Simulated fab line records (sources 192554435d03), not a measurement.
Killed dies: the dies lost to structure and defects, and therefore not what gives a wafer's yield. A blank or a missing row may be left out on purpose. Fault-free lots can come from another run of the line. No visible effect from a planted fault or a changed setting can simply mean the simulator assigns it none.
fab line records -- flow n5-finfet -- part 1 of 2: steps 1 to 23 of 28
record lots=5, wafers=15, last-day=18
route steps=1938 shown BEOL_M5@1188 BEOL_M6@1194
lots that met no fault: taken from a fault-free run of the same line
start-h: start of the lot's first displayed wafer, in hours after the record's first day -- wait-h: hours since the lot's step before -- " same as the row above -- L1.1+2: several wafers, shown together as one row -- - no value present, or no start provided -- * or withheld: withheld -- < > ~ a bound
route shown NAME@n: a module of which the file shows steps, and the number in the route of the first -- usual: mean and standard deviation over wafers with no fault -- same: alike in all rows -- chamber/n: place in a boat -- sites: per-site readings -- _std_site: the standard deviation of these -- _edge_site: inner sites' mean taken away from outer sites' mean -- radius-mm: for every site, how far away it sits from the centre of the wafer -- mask NAME#n: copy n -- behind: the last tool/chamber to shape the wafer -- hold: why the lot was held/for how many hours/how that ended -- device: the transistor (n, p or np) that didn't switch -- end of line: at the end of the route, the tests of the same wafers -- for a step that has no rows: nothing shown but its recipe -- killed: not the wafer's yield, but the dies lost to structure and defects at the first sort -- map: the dies of a wafer, with x for killed, . for not killed, _ for no die there
set.NAME: the setting the step ran with; set.NAME@STEP: the setting that earlier step ran with -- model.NAME: the simulator's own value behind a step, which no gauge read
certain route steps with their lots: each step a table, each wafer a row
services: when a tool's chamber went out of use (start-h, in hours from the record's first day, below 0 if earlier), for how many hours, and the reason
## steps
# step N5_BEOL_M5_PRE_CLEAN_77
# recipe gas=NH3/H2, time-s=15, temp-c=*, rf-power-w=300
# usual heater-power-w=83/25, rf-fwd-power-W=296.3/1.4
lot.wafer,tool,chamber,start-h,wait-h,heater-power-w,rf-fwd-power-W
L074.4,cvd-co-02,1,183.79,0.1,79,297.1
L074.5,cvd-co-02,2,183.79,0.1,71,295.7
L074.6,cvd-co-02,0,183.79,0.1,101,295.6
L077.1,cvd-co-02,2,193.46,0.0,72,294.9
L077.2,cvd-co-02,1,193.46,0.0,76,296.7
L077.5,cvd-co-02,0,193.46,0.0,102,295.6
L091.2,cvd-co-02,0,283.10,0.0,102,294.1
L091.5,cvd-co-02,2,283.10,0.0,69,296.6
L091.6,cvd-co-02,0,283.10,0.0,102,295.7
L095.1,cvd-co-01,0,305.76,0.0,134,296.6
L095.3,cvd-co-01,2,305.76,0.0,57,297.6
L095.6,cvd-co-01,2,305.76,0.0,61,298.0
L097.1,cvd-co-01,1,324.39,0.1,61,296.0
L097.2,cvd-co-01,2,324.39,0.1,58,299.3
L097.3,cvd-co-01,0,324.39,0.1,132,296.2
# step N5_BEOL_M5_CO_CAP_78
# recipe material=Co, target-thk-a=20, temp-c=200, precursor=CCTBA/H2, pressure-torr=30, time-s=102.1
# usual heater-power-w=234/31
lot.wafer,tool,chamber,start-h,wait-h,heater-power-w
L074.4,cvd-co-02,1,183.85,0.0,229
L074.5,cvd-co-02,2,183.85,0.0,215
L074.6,cvd-co-02,0,183.85,0.0,257
L077.1,cvd-co-02,2,193.50,0.0,212
L077.2,cvd-co-02,1,193.50,0.0,226
L077.5,cvd-co-02,0,193.50,0.0,251
L091.2,cvd-co-02,0,283.14,0.0,261
L091.5,cvd-co-02,2,283.14,0.0,221
L091.6,cvd-co-02,0,283.14,0.0,258
L095.1,cvd-co-01,0,305.80,0.0,291
L095.3,cvd-co-01,2,305.80,0.0,202
L095.6,cvd-co-01,2,305.80,0.0,203
L097.1,cvd-co-01,1,324.43,0.0,211
L097.2,cvd-co-01,2,324.43,0.0,207
L097.3,cvd-co-01,0,324.43,0.0,291
# step N5_BEOL_M5_PRE_CLEAN_55
# recipe gas=NH3, time-s=15, temp-c=withheld, rf-power-w=300
# usual rf-fwd-power-W=295.6/1.7
lot.wafer,tool,chamber,start-h,wait-h,rf-fwd-power-W
L074.4,pecvd-03,2,183.92,0.0,295.7
L074.5,pecvd-03,1,183.92,0.0,291.8
L074.6,pecvd-03,0,183.92,0.0,293.9
L077.1,pecvd-01,1,193.59,0.1,298.0
L077.2,pecvd-01,2,193.59,0.1,294.9
L077.5,pecvd-01,2,193.59,0.1,296.3
L091.2,pecvd-02,0,283.23,0.1,295.0
L091.5,pecvd-02,2,283.23,0.1,297.2
L091.6,pecvd-02,0,283.23,0.1,295.6
L095.1,pecvd-02,2,305.89,0.1,295.9
L095.3,pecvd-02,1,305.89,0.1,295.2
L095.6,pecvd-02,1,305.89,0.1,294.6
L097.1,pecvd-02,0,324.52,0.1,295.5
L097.2,pecvd-02,2,324.52,0.1,298.4
L097.3,pecvd-02,1,324.52,0.1,295.6
# step N5_BEOL_M5_DEP_56
# recipe material=SiCN, target-thk-a=80, temp-c=withheld, precursor=3MS/NH3, pressure-torr=3, rf-w=202, time-s=14
# usual rf-fwd-power-W=199.6/1.1, showerhead-plenum-p-Torr=3.670/0.014, throttle-valve-pct=9.2/0.41
lot.wafer,tool,chamber,start-h,wait-h,rf-fwd-power-W,showerhead-plenum-p-Torr,throttle-valve-pct
L074.4,pecvd-03,2,183.95,0.0,200.1,3.662,8.8
L074.5,pecvd-03,1,183.95,0.0,196.9,3.647,9.4
L074.6,pecvd-03,0,183.95,0.0,200.0,3.692,8.8
L077.1,pecvd-01,1,193.62,0.0,200.8,3.691,9.7
L077.2,pecvd-01,2,193.62,0.0,199.7,3.674,9.0
L077.5,pecvd-01,2,193.62,0.0,199.5,3.688,9.2
L091.2,pecvd-02,0,283.25,0.0,200.2,3.667,9.9
L091.5,pecvd-02,2,283.25,0.0,199.5,3.650,8.8
L091.6,pecvd-02,0,283.25,0.0,199.2,3.670,9.8
L095.1,pecvd-02,2,305.92,0.0,200.9,3.661,9.1
L095.3,pecvd-02,1,305.92,0.0,198.5,3.680,8.8
L095.6,pecvd-02,1,305.92,0.0,198.1,3.682,8.9
L097.1,pecvd-02,0,324.55,0.0,200.0,3.670,9.6
L097.2,pecvd-02,2,324.55,0.0,200.0,3.663,8.7
L097.3,pecvd-02,1,324.55,0.0,198.8,3.686,8.9
# step N5_BEOL_M5_RS_MEAS_57
# recipe thk-meas-gauge=four-point-probe, reads=Co_of_BEOL_M5_CO_CAP_78+Cu_of_BEOL_M5_ECD_50+Co_of_BEOL_M5_CVD_47+TaN_of_BEOL_M5_ALD_86
# usual M5_RS=0.392/0.015
lot.wafer,tool,chamber,start-h,wait-h,M5_RS[ohm/sq]
L074.4,film-metro-02,-,184.00,0.0,0.403
L074.5,film-metro-02,-,184.00,0.0,0.406
L074.6,film-metro-02,-,184.00,0.0,0.391
L077.1,film-metro-01,-,193.69,0.0,0.397
L077.2,film-metro-01,-,193.69,0.0,0.389
L077.5,film-metro-01,-,193.69,0.0,0.388
L091.2,film-metro-02,-,283.32,0.1,0.427
L091.5,film-metro-02,-,283.32,0.1,0.418
L091.6,film-metro-02,-,283.32,0.1,0.420
L095.1,film-metro-02,-,305.98,0.0,0.431
L095.3,film-metro-02,-,305.98,0.0,0.398
L095.6,film-metro-02,-,305.98,0.0,0.422
L097.1,film-metro-02,-,324.61,0.0,0.375
L097.2,film-metro-02,-,324.61,0.0,0.394
L097.3,film-metro-02,-,324.61,0.0,0.380
# step N5_BEOL_M5_INSPECT_58
# recipe inspect-instrument=darkfield, mode=post-dep
# usual raw-defect-count=68/26
lot.wafer,tool,chamber,start-h,wait-h,raw-defect-count
L074.4,defect-inspect-02,-,184.02,0.0,46
L074.5,defect-inspect-02,-,184.02,0.0,53
L074.6,defect-inspect-02,-,184.02,0.0,46
L077.1,defect-inspect-01,-,193.71,0.0,45
L077.2,defect-inspect-01,-,193.71,0.0,85
L077.5,defect-inspect-01,-,193.71,0.0,62
L091.2,defect-inspect-01,-,283.35,0.0,107
L091.5,defect-inspect-01,-,283.35,0.0,88
L091.6,defect-inspect-01,-,283.35,0.0,52
L095.1,defect-inspect-02,-,306.01,0.0,65
L095.3,defect-inspect-02,-,306.01,0.0,47
L095.6,defect-inspect-02,-,306.01,0.0,82
L097.1,defect-inspect-02,-,324.64,0.0,83
L097.2,defect-inspect-02,-,324.64,0.0,46
L097.3,defect-inspect-02,-,324.64,0.0,96
# step N5_BEOL_M6_ILD_DEP_00
# recipe material=SiCOH_lowk, target-thk-a=1797.5, temp-c=300, precursor=DEMS/porogen, pressure-torr=5, rf-w=500, time-s=33.4
# usual heater-power-w=298/50, rf-fwd-power-W=495.0/2.6, showerhead-plenum-p-Torr=5.749/0.021, throttle-valve-pct=13.7/0.71
lot.wafer,tool,chamber,start-h,wait-h,heater-power-w,rf-fwd-power-W,showerhead-plenum-p-Torr,throttle-valve-pct
L074.4,pecvd-02,2,184.08,0.1,368,498.4,5.733,13.4
L074.5,pecvd-02,0,184.08,0.1,343,496.9,5.742,14.7
L074.6,pecvd-02,1,184.08,0.1,289,494.8,5.750,13.7
L077.1,pecvd-01,2,193.75,0.0,369,494.7,5.755,14.0
L077.2,pecvd-01,1,193.75,0.0,261,498.6,5.765,14.9
L077.5,pecvd-01,0,193.75,0.0,337,498.1,5.722,13.5
L091.2,pecvd-04,1,283.38,0.0,238,495.3,5.779,14.2
L091.5,pecvd-04,1,283.38,0.0,244,497.5,5.785,14.3
L091.6,pecvd-04,2,283.38,0.0,257,493.5,5.735,12.4
L095.1,pecvd-04,2,306.05,0.0,256,494.5,5.729,12.8
L095.3,pecvd-04,1,306.05,0.0,279,498.3,5.798,13.9
L095.6,pecvd-04,0,306.05,0.0,320,491.2,5.737,14.1
L097.1,pecvd-01,0,324.67,0.0,318,497.7,5.710,13.6
L097.2,pecvd-01,2,324.67,0.0,373,498.8,5.772,13.0
L097.3,pecvd-01,1,324.67,0.0,259,497.9,5.761,14.7
# step N5_BEOL_M6_CURE_74
# recipe temp-c=385, time-s=240, ambient=He/Ar, material=SiCOH_lowk
# usual lamp-power-pct=52.32/0.051, wafer_temp_C_max=387.0/0.71
lot.wafer,tool,chamber,start-h,wait-h,lamp-power-pct,wafer_temp_C_max
L074.4,uv-cure-02,2,184.36,0.3,52.22,386.7
L074.5,uv-cure-02,2,184.36,0.3,52.36,386.4
L074.6,uv-cure-02,2,184.36,0.3,52.27,387.0
L077.1,uv-cure-02,1,193.81,0.0,52.16,386.6
L077.2,uv-cure-02,1,193.81,0.0,52.32,386.9
L077.5,uv-cure-02,1,193.81,0.0,52.32,386.5
L091.2,uv-cure-03,1,283.53,0.1,52.31,387.6
L091.5,uv-cure-03,1,283.53,0.1,52.40,387.4
L091.6,uv-cure-03,1,283.53,0.1,52.30,387.0
L095.1,uv-cure-02,2,306.11,0.0,52.24,387.3
L095.3,uv-cure-02,2,306.11,0.0,52.39,386.5
L095.6,uv-cure-02,2,306.11,0.0,52.25,386.5
L097.1,uv-cure-01,1,324.75,0.1,52.37,387.7
L097.2,uv-cure-01,1,324.75,0.1,52.29,387.5
L097.3,uv-cure-01,1,324.75,0.1,52.36,388.5
# step N5_BEOL_M6_THK_MEAS_01
# recipe reads=SiCOH_lowk_of_BEOL_M6_ILD_DEP_00
# usual M6_ILD_THK=154.7/2.1
lot.wafer,tool,chamber,start-h,wait-h,M6_ILD_THK[nm]
L074.4,film-metro-02,-,184.64,0.2,158.5
L074.5,film-metro-02,-,184.64,0.2,156.3
L074.6,film-metro-02,-,184.64,0.2,156.9
L077.1,film-metro-01,-,194.33,0.4,155.9
L077.2,film-metro-01,-,194.33,0.4,153.4
L077.5,film-metro-01,-,194.33,0.4,156.6
L091.2,film-metro-02,-,283.96,0.4,150.5
L091.5,film-metro-02,-,283.96,0.4,153.8
L091.6,film-metro-02,-,283.96,0.4,157.0
L095.1,film-metro-02,-,306.62,0.4,153.0
L095.3,film-metro-02,-,306.62,0.4,152.6
L095.6,film-metro-02,-,306.62,0.4,156.7
L097.1,film-metro-02,-,325.75,0.8,154.8
L097.2,film-metro-02,-,325.75,0.8,153.5
L097.3,film-metro-02,-,325.75,0.8,151.2
# step N5_BEOL_M6_PECVD_70
# recipe material=SiO2, target-thk-a=200, temp-c=400, precursor=TEOS/O2, pressure-torr=5.5, rf-w=450, teos-flow-sccm=53.8, gas=O2, flow-sccm=3000, time-s=22.7
# usual heater-power-w=689/87, rf-fwd-power-W=445.1/2.5, showerhead-plenum-p-Torr=8.82/0.079, throttle-valve-pct=22.2/1.2
lot.wafer,tool,chamber,start-h,wait-h,heater-power-w,rf-fwd-power-W,showerhead-plenum-p-Torr,throttle-valve-pct
L074.4,pecvd-04,0,184.69,0.1,646,441.9,8.77,21.8
L074.5,pecvd-04,1,184.69,0.1,632,444.1,8.97,22.6
L074.6,pecvd-04,2,184.69,0.1,633,442.3,8.79,19.9
L077.1,pecvd-04,0,194.36,0.0,699,440.6,8.78,22.0
L077.2,pecvd-04,1,194.36,0.0,684,446.7,8.96,22.8
L077.5,pecvd-04,1,194.36,0.0,689,445.2,8.96,22.5
L091.2,pecvd-02,1,284.00,0.0,572,444.1,8.85,22.0
L091.5,pecvd-02,0,284.00,0.0,693,446.4,8.81,24.1
L091.6,pecvd-02,1,284.00,0.0,575,444.7,8.88,21.9
L095.1,pecvd-02,1,306.66,0.0,662,444.7,8.87,22.2
L095.3,pecvd-02,0,306.66,0.0,836,445.5,8.82,23.8
L095.6,pecvd-02,2,306.66,0.0,894,447.4,8.76,21.7
L097.1,pecvd-04,2,325.78,0.0,539,442.3,8.80,20.1
L097.2,pecvd-04,1,325.78,0.0,664,445.8,8.95,22.5
L097.3,pecvd-04,0,325.78,0.0,744,442.6,8.75,22.7
# step N5_BEOL_M6_HM_DEP_02
# recipe material=TiN, target-thk-a=200, temp-c=25, chamber-pressure-pa=0.49996
# usual chamber-pressure-pa=0.4999/0.0009, throttle-valve-pct=29.7/1.1
lot.wafer,tool,chamber,start-h,wait-h,chamber-pressure-pa,throttle-valve-pct
L074.4,pvd-sputter-02,-,184.73,0.0,0.4987,28.7
L074.5,pvd-sputter-02,-,184.73,0.0,0.5001,30.1
L074.6,pvd-sputter-02,-,184.73,0.0,0.5001,30.2
L077.1,pvd-sputter-02,-,196.45,2.1,0.4996,30.3
L077.2,pvd-sputter-02,-,196.45,2.1,0.4999,29.7
L077.5,pvd-sputter-02,-,196.45,2.1,0.4979,29.7
L091.2,pvd-sputter-02,-,285.40,1.4,0.4993,29.5
L091.5,pvd-sputter-02,-,285.40,1.4,0.4996,28.9
L091.6,pvd-sputter-02,-,285.40,1.4,0.5009,29.8
L095.1,pvd-sputter-01,-,307.93,1.3,0.5001,28.8
L095.3,pvd-sputter-01,-,307.93,1.3,0.5006,31.2
L095.6,pvd-sputter-01,-,307.93,1.3,0.4995,28.3
L097.1,pvd-sputter-02,-,326.81,1.0,0.4996,29.9
L097.2,pvd-sputter-02,-,326.81,1.0,0.4991,28.8
L097.3,pvd-sputter-02,-,326.81,1.0,0.5005,30.5
# step N5_BEOL_M6_COAT_59
# recipe resist=SOC, temp-c=250, time-s=60, spin-rpm=1500, resist-thk-nm=100
# usual resist-line-temp-C=22.97/0.094
lot.wafer,tool,chamber,start-h,wait-h,resist-line-temp-C
L074.4,litho-track-03,0,184.86,0.1,22.87
L074.5,litho-track-03,0,184.86,0.1,22.88
L074.6,litho-track-03,0,184.86,0.1,23.06
L077.1,litho-track-02,0,196.58,0.1,23.01
L077.2,litho-track-02,0,196.58,0.1,22.94
L077.5,litho-track-02,0,196.58,0.1,22.91
L091.2,litho-track-02,0,285.52,0.1,23.04
L091.5,litho-track-02,0,285.52,0.1,22.90
L091.6,litho-track-02,0,285.52,0.1,23.07
L095.1,litho-track-02,0,308.06,0.1,23.05
L095.3,litho-track-02,0,308.06,0.1,23.18
L095.6,litho-track-02,0,308.06,0.1,23.09
L097.1,litho-track-02,0,326.94,0.1,22.97
L097.2,litho-track-02,0,326.94,0.1,23.04
L097.3,litho-track-02,0,326.94,0.1,22.86
# step N5_BEOL_M6_COAT_60
# recipe resist=SiARC, temp-c=220, time-s=60, spin-rpm=1500, resist-thk-nm=35
# usual resist-line-temp-C=22.99/0.1
lot.wafer,tool,chamber,start-h,wait-h,resist-line-temp-C
L074.4,litho-track-03,0,-,-,22.88
L074.5,litho-track-03,0,-,-,22.82
L074.6,litho-track-03,0,-,-,22.83
L077.1,litho-track-02,0,-,-,23.06
L077.2,litho-track-02,0,-,-,22.95
L077.5,litho-track-02,0,-,-,22.93
L091.2,litho-track-02,0,-,-,22.85
L091.5,litho-track-02,0,-,-,22.90
L091.6,litho-track-02,0,-,-,22.97
L095.1,litho-track-02,0,-,-,23.02
L095.3,litho-track-02,0,-,-,22.99
L095.6,litho-track-02,0,-,-,23.10
L097.1,litho-track-02,0,-,-,23.02
L097.2,litho-track-02,0,-,-,22.75
L097.3,litho-track-02,0,-,-,22.89
# step N5_BEOL_M6_COAT_05
# recipe resist=CAR-ArF, spin-rpm=1500, resist-thk-nm=90
# usual resist-line-temp-C=23.00/0.1
lot.wafer,tool,chamber,start-h,wait-h,resist-line-temp-C
L074.4,litho-track-03,0,-,-,22.89
L074.5,litho-track-03,0,-,-,22.82
L074.6,litho-track-03,0,-,-,22.78
L077.1,litho-track-02,0,-,-,22.99
L077.2,litho-track-02,0,-,-,22.99
L077.5,litho-track-02,0,-,-,23.14
L091.2,litho-track-02,0,-,-,23.06
L091.5,litho-track-02,0,-,-,23.01
L091.6,litho-track-02,0,-,-,23.05
L095.1,litho-track-02,0,-,-,23.05
L095.3,litho-track-02,0,-,-,23.02
L095.6,litho-track-02,0,-,-,23.04
L097.1,litho-track-02,0,-,-,22.91
L097.2,litho-track-02,0,-,-,23.03
L097.3,litho-track-02,0,-,-,23.04
# step N5_BEOL_M6_EBR_07
# recipe solvent=PGMEA, ebr-width-mm=1.5
# usual resist-line-temp-C=22.99/0.11
lot.wafer,tool,chamber,start-h,wait-h,resist-line-temp-C
L074.4,litho-track-03,0,-,-,22.94
L074.5,litho-track-03,0,-,-,23.05
L074.6,litho-track-03,0,-,-,23.14
L077.1,litho-track-02,0,-,-,22.75
L077.2,litho-track-02,0,-,-,22.92
L077.5,litho-track-02,0,-,-,22.99
L091.2,litho-track-02,0,-,-,22.90
L091.5,litho-track-02,0,-,-,22.96
L091.6,litho-track-02,0,-,-,22.88
L095.1,litho-track-02,0,-,-,23.18
L095.3,litho-track-02,0,-,-,23.08
L095.6,litho-track-02,0,-,-,23.12
L097.1,litho-track-02,0,-,-,22.99
L097.2,litho-track-02,0,-,-,22.92
L097.3,litho-track-02,0,-,-,23.03
# step N5_BEOL_M6_SOFTBAKE_06
# recipe temp-c=110, time-s=60, resist=CAR-ArF
# usual resist-line-temp-C=22.99/0.11
lot.wafer,tool,chamber,start-h,wait-h,resist-line-temp-C
L074.4,litho-track-03,0,-,-,22.91
L074.5,litho-track-03,0,-,-,22.98
L074.6,litho-track-03,0,-,-,22.84
L077.1,litho-track-02,0,-,-,22.94
L077.2,litho-track-02,0,-,-,22.85
L077.5,litho-track-02,0,-,-,23.10
L091.2,litho-track-02,0,-,-,23.05
L091.5,litho-track-02,0,-,-,22.89
L091.6,litho-track-02,0,-,-,23.12
L095.1,litho-track-02,0,-,-,22.92
L095.3,litho-track-02,0,-,-,22.90
L095.6,litho-track-02,0,-,-,22.94
L097.1,litho-track-02,0,-,-,23.04
L097.2,litho-track-02,0,-,-,23.01
L097.3,litho-track-02,0,-,-,23.06
# step N5_BEOL_M6_EXPOSE_08
# recipe mask-id=M6, na=1.35, source-shape=dipole, sigma-inner=0.817, sigma-outer=0.97, polarization=te, dose-mj=68.25
lot.wafer,tool,chamber,start-h,wait-h,mask
L074.4+5+6,arfi-scanner-02,0,185.12,-,M6#0
L077.1+2+5,arfi-scanner-02,0,196.69,-,M6#0
L091.2+5+6,arfi-scanner-03,0,285.65,-,M6#0
L095.1+3+6,arfi-scanner-02,0,308.30,-,M6#0
L097.1+2+3,arfi-scanner-02,0,327.06,-,M6#0
# step N5_BEOL_M6_PEB_09
# recipe peb-temp-c=withheld, peb-time-s=60, resist=CAR-ArF
# usual resist-line-temp-C=23.00/0.1
lot.wafer,tool,chamber,start-h,wait-h,resist-line-temp-C
L074.4,litho-track-03,0,185.17,0.0,23.16
L074.5,litho-track-03,0,185.17,0.0,22.99
L074.6,litho-track-03,0,185.17,0.0,23.01
L077.1,litho-track-03,0,196.76,0.1,23.09
L077.2,litho-track-03,0,196.76,0.1,23.23
L077.5,litho-track-03,0,196.76,0.1,23.07
L091.2,litho-track-03,0,285.70,0.0,22.96
L091.5,litho-track-03,0,285.70,0.0,22.89
L091.6,litho-track-03,0,285.70,0.0,22.96
L095.1,litho-track-02,0,308.36,0.1,22.94
L095.3,litho-track-02,0,308.36,0.1,22.76
L095.6,litho-track-02,0,308.36,0.1,23.05
L097.1,litho-track-03,0,327.12,0.1,22.94
L097.2,litho-track-03,0,327.12,0.1,23.24
L097.3,litho-track-03,0,327.12,0.1,23.00
# step N5_BEOL_M6_DEVELOP_10
# recipe develop-time-s=30, developer=TMAH, resist=CAR-ArF, rinse-liquid=diw, dry=air-spin, dev-temp-c=23
# usual resist-line-temp-C=23.02/0.095
lot.wafer,tool,chamber,start-h,wait-h,resist-line-temp-C
L074.4,litho-track-03,0,-,-,23.15
L074.5,litho-track-03,0,-,-,22.97
L074.6,litho-track-03,0,-,-,23.11
L077.1,litho-track-03,0,-,-,23.06
L077.2,litho-track-03,0,-,-,23.06
L077.5,litho-track-03,0,-,-,22.98
L091.2,litho-track-03,0,-,-,22.98
L091.5,litho-track-03,0,-,-,22.95
L091.6,litho-track-03,0,-,-,23.01
L095.1,litho-track-02,0,-,-,22.84
L095.3,litho-track-02,0,-,-,22.95
L095.6,litho-track-02,0,-,-,23.08
L097.1,litho-track-03,0,-,-,23.06
L097.2,litho-track-03,0,-,-,23.05
L097.3,litho-track-03,0,-,-,23.11
# step N5_BEOL_M6_CD_MEAS_11
# recipe target-cd-nm=38.5, landing-energy-ev=500, detector=se-inlens, polarity=opening
# usual cd-nm=38.1/0.54
lot.wafer,tool,chamber,start-h,wait-h,cd-nm
L074.4,cd-sem-01,0,185.23,-,39.2
L074.5,cd-sem-01,0,185.23,-,38.2
L074.6,cd-sem-01,0,185.23,-,38.8
L077.1,cd-sem-03,0,196.82,-,37.2
L077.2,cd-sem-03,0,196.82,-,38.3
L077.5,cd-sem-03,0,196.82,-,37.9
L091.2,cd-sem-01,0,285.77,-,38.0
L091.5,cd-sem-01,0,285.77,-,38.7
L091.6,cd-sem-01,0,285.77,-,37.3
L095.1,cd-sem-01,0,308.43,-,38.2
L095.3,cd-sem-01,0,308.43,-,38.5
L095.6,cd-sem-01,0,308.43,-,38.3
L097.1,cd-sem-03,0,327.19,-,38.7
L097.2,cd-sem-03,0,327.19,-,38.3
L097.3,cd-sem-03,0,327.19,-,38.8
# step N5_BEOL_M6_OVL_MEAS_12
# recipe points-per-wafer=44
# usual M6_OVL=0.1/0.66
lot.wafer,tool,chamber,start-h,wait-h,M6_OVL[nm]
L074.4,overlay-02,0,185.26,0.0,0.0
L074.5,overlay-02,0,185.26,0.0,0.0
L074.6,overlay-02,0,185.26,0.0,-0.6
L077.1,overlay-02,0,196.85,0.0,-0.2
L077.2,overlay-02,0,196.85,0.0,-0.1
L077.5,overlay-02,0,196.85,0.0,-0.4
L091.2,overlay-02,0,285.80,0.0,-0.1
L091.5,overlay-02,0,285.80,0.0,-0.3
L091.6,overlay-02,0,285.80,0.0,0.6
L095.1,overlay-02,0,308.46,0.0,1.4
L095.3,overlay-02,0,308.46,0.0,-0.4
L095.6,overlay-02,0,308.46,0.0,1.0
L097.1,overlay-01,0,327.22,0.0,0.0
L097.2,overlay-01,0,327.22,0.0,0.1
L097.3,overlay-01,0,327.22,0.0,-0.2
# step N5_BEOL_M6_INSPECT_13
# recipe mode=adi, inspect-instrument=brightfield
# usual raw-defect-count=429/88
lot.wafer,tool,chamber,start-h,wait-h,raw-defect-count
L074.4,defect-inspect-01,-,185.28,0.0,410
L074.5,defect-inspect-01,-,185.28,0.0,515
L074.6,defect-inspect-01,-,185.28,0.0,531
L077.1,defect-inspect-02,-,196.88,0.0,315
L077.2,defect-inspect-02,-,196.88,0.0,311
L077.5,defect-inspect-02,-,196.88,0.0,373
L091.2,defect-inspect-01,-,285.82,0.0,445
L091.5,defect-inspect-01,-,285.82,0.0,428
L091.6,defect-inspect-01,-,285.82,0.0,398
L095.1,defect-inspect-01,-,308.48,0.0,367
L095.3,defect-inspect-01,-,308.48,0.0,345
L095.6,defect-inspect-01,-,308.48,0.0,519
L097.1,defect-inspect-02,-,327.24,0.0,641
L097.2,defect-inspect-02,-,327.24,0.0,413
L097.3,defect-inspect-02,-,327.24,0.0,433
# step N5_BEOL_M6_DESCUM_16
# recipe chemistry=O2, time-s=7.9, source-power-w=50, bias-power-w=20, pressure-mtorr=20, rf-frequency-hz=2.712e+07, temp-c=40, resist=CAR-ArF, o2-flow-sccm=225
# usual drypump-motor-current-A=5.5/0.37, oes-product-au=0.76/0.08, rf-fwd-power-W=49.44/0.21, rf-vpp-V=243.1/1.5, showerhead-plenum-p-Torr=2.09/0.082, throttle-valve-pct=20.36/0.14
lot.wafer,tool,chamber,start-h,wait-h,drypump-motor-current-A,oes-product-au,rf-fwd-power-W,rf-hours-counter-h,rf-vpp-V,showerhead-plenum-p-Torr,throttle-valve-pct
L074.4,rie-diel-05,0,185.32,0.0,5.0,0.79,49.55,83,243.2,2.11,20.02
L074.5,rie-diel-05,1,185.32,0.0,5.5,0.74,49.54,-,242.6,1.97,20.36
L074.6,rie-diel-05,0,185.32,0.0,5.0,0.80,49.24,-,242.4,2.11,20.03
L077.1,rie-diel-05,3,197.05,0.2,5.7,0.89,49.42,22,244.9,2.21,20.16
L077.2,rie-diel-05,1,197.05,0.2,5.5,0.74,49.64,198,239.3,1.97,20.39
L077.5,rie-diel-05,2,197.05,0.2,5.9,0.71,49.45,-,243.4,2.18,20.41
L091.2,rie-diel-02,0,285.86,0.0,5.6,0.69,49.46,237,242.2,1.97,20.47
L091.5,rie-diel-02,1,285.86,0.0,5.0,0.83,49.55,-,242.0,2.13,20.28
L091.6,rie-diel-02,2,285.86,0.0,5.9,0.69,49.47,-,244.7,2.14,20.51
L095.1,rie-diel-04,3,308.70,0.2,5.7,0.67,49.68,240,241.9,1.96,20.35
L095.3,rie-diel-04,1,308.70,0.2,5.3,0.98,49.40,1,244.9,2.14,20.28
L095.6,rie-diel-04,0,308.70,0.2,5.8,0.67,49.27,-,241.6,1.96,20.57
L097.1,rie-diel-05,3,327.28,0.0,5.7,0.83,49.20,69,245.0,2.19,20.24
L097.2,rie-diel-05,0,327.28,0.0,4.9,0.76,49.46,126,243.5,2.10,20.10
L097.3,rie-diel-05,1,327.28,0.0,5.5,0.69,49.37,240,241.0,1.95,20.45
